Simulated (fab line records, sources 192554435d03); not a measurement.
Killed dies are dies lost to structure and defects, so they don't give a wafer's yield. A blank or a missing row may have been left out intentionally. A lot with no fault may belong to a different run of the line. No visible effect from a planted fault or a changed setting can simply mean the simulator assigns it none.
Which of the tools did it? -- flow n5Finfet -- 26 wafers from 10 lots sampled at 7 of the route's 1938 steps

== WHAT THE GAUGES SHOWED, per wafer ==
N5_SD_EPI_N_OVL_MEAS_10.
lot,measured,on,SD_N_BLK_OVL (nm)
L912,day 3 13:28,overlay-02,-0.3 -0.3 0.1
L913,day 3 20:41,overlay-02,0.1 -0.6 1.6
L915,day 4 05:41,overlay-02,1.2 1.1 -0.3
L918,day 5 00:20,overlay-01,-0.3 -1.0 0.5
L919,day 5 06:02,overlay-01,0.2 -0.7 -0.2
L924,day 6 16:29,overlay-01,-0.4 0.7 -0.7
L925,day 6 21:43,overlay-02,-0.2 0.0
L928,day 7 12:17,overlay-01,0.3 1.9
L929,day 7 18:40,overlay-02,0.7 0.5
L930,day 8 01:24,overlay-01,-1.0 -0.6

N5_SD_EPI_N_EPI_MEAS_23.
lot,measured,on,thkNm (nm)
L912,day 3 17:49,filmMetro-01,58.2 59.4 59.9
L913,day 4 00:09,filmMetro-01,57.5 56.9 58.2
L915,day 4 09:52,filmMetro-01,58.0 60.0 57.8
L918,day 5 04:01,filmMetro-02,58.4 58.5 57.7
L919,day 5 10:13,filmMetro-02,61.3 57.2 60.4
L924,day 6 20:17,filmMetro-01,59.5 57.9 57.6
L925,day 7 01:10,filmMetro-01,56.6 58.4
L928,day 7 15:46,filmMetro-01,60.2 60.0
L929,day 7 22:25,filmMetro-02,59.4 56.5
L930,day 8 06:41,filmMetro-02,60.3 62.2

N5_SD_EPI_P_EPI_MEAS_23.
lot,measured,on,thkNm (nm)
L912,day 3 22:17,filmMetro-02,61.0 63.5 61.4
L913,day 4 04:37,filmMetro-02,60.8 60.0 59.1
L915,day 4 14:35,filmMetro-01,60.5 60.0 63.5
L918,day 5 08:38,filmMetro-01,61.5 62.5 61.2
L919,day 5 15:08,filmMetro-01,60.0 60.4 60.4
L924,day 7 00:44,filmMetro-01,60.9 61.8 60.4
L925,day 7 06:39,filmMetro-01,63.6 59.9
L928,day 7 22:22,filmMetro-01,65.0 61.6
L929,day 8 04:08,filmMetro-01,68.4 62.8
L930,day 8 12:22,filmMetro-01,62.6 61.6

N5_SD_ACTIVATION_RS_MEAS_03: the measuring method here is four-point-probe.
lot,measured,on,RS_SD_N (ohm/sq),RS_SD_P (ohm/sq)
L912,day 3 22:56,filmMetro-01,22.1 22.4 22.0,54.0 53.4 53.8
L913,day 4 05:26,filmMetro-02,22.1 21.9 22.1,57.3 57.4 57.3
L915,day 4 15:28,filmMetro-02,22.3 21.7 22.3,57.9 57.2 56.9
L918,day 5 09:17,filmMetro-02,22.3 22.5 22.6,57.3 56.3 55.7
L919,day 5 15:44,filmMetro-02,21.7 21.4 21.8,56.3 56.1 55.5
L924,day 7 01:25,filmMetro-01,22.1 22.1 22.4,54.9 55.1 55.2
L925,day 7 07:16,filmMetro-02,22.2 22.2,50.8 55.8
L928,day 7 23:09,filmMetro-01,21.8 21.9,53.0 56.2
L929,day 8 04:45,filmMetro-02,22.4 22.3,51.1 55.5
L930,day 8 13:17,filmMetro-02,21.7 21.3,54.6 55.2

N5_BEOL_M4_RC_MEAS_101.
lot,measured,on,DIBL_N (mV/V),DIBL_P (mV/V),IOFF_N (nA/um),IOFF_P (nA/um),ION_N (uA/um),ION_P (uA/um),RS_SD_P (ohm/sq),SS_N (mV/dec),SS_P (mV/dec),VT_N (mV),VT_P (mV)
L912,day 8 06:11,prober-01,33.5 37.7 34.6,31.3 36.1 32.5,0.11 0.17 0.13,0.14 0.20 0.15,649 662 664,443 455 452,63.3 63.2 63.5,70.3 72.0 71.9,72.5 73.5 72.4,254 253 253,-258 -252 -256
L913,day 8 15:01,prober-01,34.5 34.5 39.1,36.0 36.8 41.7,0.14 0.14 0.24,0.19 0.20 0.29,691 673 698,475 464 470,67.5 67.6 67.7,70.4 70.9 71.9,73.7 74.3 74.9,249 251 242,-252 -250 -247
L915,day 9 00:40,prober-01,34.9 33.6 33.5,35.4 34.7 34.3,0.14 0.13 0.14,0.21 0.20 0.21,667 671 681,468 470 480,67.2 67.4 66.2,71.2 71.3 71.0,72.8 72.7 72.3,249 250 249,-248 -248 -247
L918,day 9 10:14,prober-01,33.6 36.4 35.0,31.7 35.0 34.1,0.10 0.14 0.12,0.16 0.21 0.20,667 675 663,464 462 462,66.7 66.6 65.2,70.8 72.4 70.9,71.8 72.9 72.1,257 252 255,-254 -248 -249
L919,day 9 16:55,prober-01,37.2 33.7 30.6,39.2 35.7 31.6,0.19 0.13 0.09,0.23 0.18 0.13,662 667 638,451 454 441,66.1 66.9 66.5,72.9 70.8 70.6,73.5 72.9 72.3,250 252 256,-249 -255 -255
L924,day 12 21:15,prober-01,37.7 36.4 37.2,35.8 34.5 34.4,0.17 0.15 0.16,0.22 0.19 0.19,691 675 676,473 462 460,64.6 64.3 64.7,72.6 72.1 72.3,73.5 72.9 72.9,248 250 251,-246 -251 -251
L925,day 13 14:22,prober-01,35.9 37.4,35.1 37.9,0.14 0.17,0.17 0.21,676 680,465 470,60.7 65.2,71.2 71.8,73.4 73.6,254 253,-252 -252
L928,day 13 19:43,prober-02,37.5 39.9,35.7 38.6,0.16 0.21,0.22 0.25,694 683,475 462,62.5 66.4,71.5 72.6,74.1 74.0,249 245,-248 -247
L929,day 14 09:01,prober-01,36.4 36.2,36.4 36.0,0.18 0.17,0.22 0.21,668 665,463 456,60.6 65.4,72.1 72.4,73.0 73.4,249 251,-248 -252
L930,day 13 01:50,prober-01,35.7 37.2,36.8 39.7,0.16 0.19,0.18 0.22,681 698,457 471,65.2 65.2,71.7 72.5,73.2 73.5,248 246,-254 -250

== TOOL THAT RAN EACH LOT (tool first, then ch and the chambers of the sampled wafers, then the start) ==
lot,N5_SD_EPI_N_ETCH_16,N5_SD_EPI_P_EPI_21
L912,"rieDiel-03 ch 0,1,2, day 3 14:17","epiRpcvd-04 ch 0, day 3 20:49"
L913,"rieDiel-02 ch 0,2,3, day 3 21:21","epiRpcvd-03 ch 0, day 4 02:46"
L915,"rieDiel-04 ch 1,2, day 4 06:21","epiRpcvd-03 ch 0, day 4 12:24"
L918,"rieDiel-04 ch 1,3, day 5 01:15","epiRpcvd-03 ch 0, day 5 06:48"
L919,"rieDiel-02 ch 1,2,3, day 5 06:43","epiRpcvd-03 ch 0, day 5 12:56"
L924,"rieDiel-04 ch 0,2,3, day 6 17:10","epiRpcvd-01 ch 0, day 6 22:54"
L925,"rieDiel-03 ch 0,1, day 6 22:23","epiRpcvd-03 ch 0, day 7 03:44"
L928,"rieDiel-03 ch 0,1, day 7 12:58","epiRpcvd-03 ch 0, day 7 19:07"
L929,"rieDiel-02 ch 2, day 7 19:20","epiRpcvd-03 ch 0, day 8 01:41"
L930,"rieDiel-02 ch 0,3, day 8 03:56","epiRpcvd-03 ch 0, day 8 10:52"
- N5_SD_EPI_N_ETCH_16: etches SiO2 in CHF3/O2, target depth 5 nm.
- N5_SD_EPI_P_EPI_21: deposits SiGe:B, time 355 s.

== AS READ BY THE TOOLS THEMSELVES (means over the sampled wafers that have a number; for cases with no such wafer, the mark the record gives instead) ==
N5_SD_EPI_N_ETCH_16.
lot,tool,drypumpMotorCurrentA (A),oesProductAu (a.u.),rfVppV (V),showerheadPlenumPTorr (Torr),throttleValvePct (%)
L912,rieDiel-03,5.6,0.80,523,2.40,19.00
L913,rieDiel-02,6.2,0.86,534,2.45,18.87
L915,rieDiel-04,6.3,0.81,526,2.36,19.17
L918,rieDiel-04,5.6,0.93,517,2.40,18.65
L919,rieDiel-02,6.2,0.83,528,2.43,18.87
L924,rieDiel-04,6.0,0.86,525,2.33,18.81
L925,rieDiel-03,5.8,0.79,515,2.38,19.11
L928,rieDiel-03,5.8,0.77,516,2.38,19.11
L929,rieDiel-02,6.0,0.81,535,2.54,18.82
L930,rieDiel-02,6.4,0.80,532,2.38,18.97

N5_SD_EPI_P_EPI_21.
lot,tool,susceptor_temp_C_max
L912,epiRpcvd-04,551.4
L913,epiRpcvd-03,551.2
L915,epiRpcvd-03,551.1
L918,epiRpcvd-03,551.3
L919,epiRpcvd-03,551.3
L924,epiRpcvd-01,550.6
L925,epiRpcvd-03,551.2
L928,epiRpcvd-03,550.9
L929,epiRpcvd-03,551.3
L930,epiRpcvd-03,551.2

== THE ANSWER, worked out from the rows above alone ==
Rule: the usual values come from the lots themselves. The widest of any qualifying gaps counts: lots, ordered by their means at a reading, are off when they make up no more than a third of the lots, leave a main group of 4 or more, and stand apart from it by 3 or more times the standard deviation of that group's means. If all means in a main group match to the digits the tables above print for the reading, that group is not used. A lot without any number at a reading at which 4 lots or more have one is off too. Where the step has rows for the other lots, those lots are counted as sound. The gauges are gone through in route order, then the tools' own readings, and for those a lot's mean is taken as printed above. The first step at which some lot is off is used, and at that step the reading that is off furthest; a lot without a number counts as furthest.
None of the lots is off at any reading shown; this tells nothing.

== WHAT WAS PUT IN BY THE SIMULATOR ==
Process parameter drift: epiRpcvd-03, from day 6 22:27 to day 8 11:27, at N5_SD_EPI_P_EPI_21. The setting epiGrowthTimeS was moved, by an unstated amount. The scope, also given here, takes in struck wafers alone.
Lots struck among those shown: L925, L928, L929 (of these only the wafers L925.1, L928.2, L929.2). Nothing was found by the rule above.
